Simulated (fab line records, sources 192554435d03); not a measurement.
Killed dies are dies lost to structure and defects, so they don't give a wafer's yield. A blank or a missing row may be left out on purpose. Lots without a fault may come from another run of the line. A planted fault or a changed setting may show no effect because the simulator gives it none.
Split-lot experiment | flow n5_finfet | 7 lots, 21 wafers read, on a route of 1938 steps

THE SPLIT
At N5_BEOL_M11_COAT_63 (time 60 s, resist thk 100 nm), the setting spin_rpm was moved away from the recipe's 1500 rpm on 6 of the 21 wafers read, by -10.5% to +7.0%. The other wafers ran this setting at the recipe's value.

FROM THE SPLIT TO THE READING: what the file shows between them, 8 steps
- N5_BEOL_M11_EXPOSE_25: exposes mask V10 (also split here: dose_mj)
- N5_BEOL_M11_PEB_26: peb time 60 s
- N5_BEOL_M11_DEVELOP_27: develop time 30 s
- N5_BEOL_M11_CD_MEAS_28: target cd 70 nm
- N5_BEOL_M11_DESCUM_33: chemistry O2, time 7.9 s
- N5_BEOL_M11_ETCH_65: etches SiARC in CF4, target depth 39 nm, time 65 s
- N5_BEOL_M11_ETCH_66: etches SOC in N2/H2, target depth 120 nm, overetch 24 nm, time 180 s
- N5_BEOL_M11_STRIP_69: strips in N2/H2

THE READING
SOC_of_BEOL_M11_COAT_63.thk_nm (the simulator's own value, which no gauge read), in nm, at N5_BEOL_M11_VIA_ETCH_34 (etches SiCOH lowk in C4F6/O2, target depth 184.5 nm, time 69.2 s). The file gives no usual value for it. The 15 wafers here that ran the recipe average 92.0 nm, standard deviation 0.26 nm.

wafer  | tool, chamber at the split | spin_rpm as run, rpm | against the recipe | SOC_of_BEOL_M11_COAT_63.thk_nm, nm | against lot-mates on the recipe
L074.3 | litho_track-02, 0          | 1500                 | recipe             | 92.2                               | -
L074.4 | litho_track-02, 0          | 1500                 | recipe             | 92                                 | -
L074.6 | litho_track-02, 0          | 1500                 | recipe             | 92.4                               | -
L078.1 | litho_track-05, 0          | 1500                 | recipe             | 92                                 | -
L078.3 | litho_track-05, 0          | 1605                 | +7.0%              | 89                                 | -3.0
L078.4 | litho_track-05, 0          | 1605                 | +7.0%              | 88.8                               | -3.2
L080.1 | litho_track-05, 0          | 1500                 | recipe             | 91.8                               | -
L080.3 | litho_track-05, 0          | 1500                 | recipe             | 92                                 | -
L080.5 | litho_track-05, 0          | 1500                 | recipe             | 92                                 | -
L082.1 | litho_track-02, 0          | 1500                 | recipe             | 92.4                               | -
L082.3 | litho_track-02, 0          | 1581                 | +5.4%              | 89.6                               | -2.8
L082.6 | litho_track-02, 0          | 1581                 | +5.4%              | 89.6                               | -2.8
L086.1 | litho_track-02, 0          | 1500                 | recipe             | 92.2                               | -
L086.2 | litho_track-02, 0          | 1500                 | recipe             | 92                                 | -
L086.3 | litho_track-02, 0          | 1500                 | recipe             | 92                                 | -
L090.3 | litho_track-05, 0          | 1500                 | recipe             | 91.4                               | -
L090.4 | litho_track-05, 0          | 1500                 | recipe             | 91.6                               | -
L090.6 | litho_track-05, 0          | 1500                 | recipe             | 92                                 | -
L097.1 | litho_track-04, 0          | 1342                 | -10.5%             | 98.2                               | +6.0
L097.2 | litho_track-04, 0          | 1342                 | -10.5%             | 97.8                               | +5.6
L097.3 | litho_track-04, 0          | 1500                 | recipe             | 92.2                               | -

THE FIT
A straight line over all 21 wafers: SOC_of_BEOL_M11_COAT_63.thk_nm changes by -0.519 nm for each +1% of spin_rpm; r = -0.99; the points scatter about the line by 0.33 nm.
The same after taking each lot's own level away (the mean of its wafers on the recipe; 21 wafers): -0.519 nm for each +1%; r = -0.99; scatter 0.24 nm.
On that fit, the largest move of spin_rpm shifts the reading by 5.5 nm.
The lots' own levels span 91.67 to 92.40 nm, that is 2.8 times the standard deviation above.
So the lot-to-lot level changes the slope little: the two slopes agree.
Check: with one of the wafers moved furthest among these (-10.5%) left out of the fit, the line predicts +5.3 nm for it against its lot-mates. It came out at +6 nm against them.

OTHER SPLITS ON THESE WAFERS
These wafers also went through other splits before the reading. Each is held against what the fit with the lots' levels taken away leaves over:
other split on the same wafers   | wafers away from the commonest value | r with SOC_of_BEOL_M11_COAT_63.thk_nm (lot level and that fit taken away)
N5_BEOL_M8_EXPOSE_25 dose_mj     | 6                                    | +0.18
N5_BEOL_M8_ETCH_66 source_w      | 9                                    | -0.40
N5_BEOL_M8_VIA_ETCH_34 source_w  | 7                                    | -0.16
N5_BEOL_M8_TRENCH_ETCH_37 bias_w | 6                                    | +0.29
N5_BEOL_M9_TRENCH_ETCH_37 bias_w | 3                                    | +0.29
N5_BEOL_M11_ILD_DEP_00 temp_c    | 8                                    | +0.01
N5_BEOL_M11_EXPOSE_25 dose_mj    | 7                                    | +0.17

THE WHOLE CHAIN: every reading that the file lists as answering this split, in the file's order
step                    | what it does                                                         | reading                                                                         | change (the file's fit)               | r (the file's)
N5_BEOL_M11_COAT_63     | time 60 s, resist thk 100 nm                                         | SOC_of_BEOL_M11_COAT_63.thk_nm (the simulator's own value, which no gauge read) | -0.497 nm for each +1% of the setting | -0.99
N5_BEOL_M11_ETCH_66     | etches SOC in N2/H2, target depth 120 nm, overetch 24 nm, time 180 s | etch.depth_nm (the simulator's own value, which no gauge read)                  | -0.503 nm for each +1% of the setting | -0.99
N5_BEOL_M11_VIA_ETCH_34 | etches SiCOH lowk in C4F6/O2, target depth 184.5 nm, time 69.2 s     | SOC_of_BEOL_M11_COAT_63.thk_nm (the simulator's own value, which no gauge read) | -0.518 nm for each +1% of the setting | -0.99

THE FILE'S OWN FIT
SOC_of_BEOL_M11_COAT_63.thk_nm changes by -0.518 nm for each +1% of spin_rpm, r = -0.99.
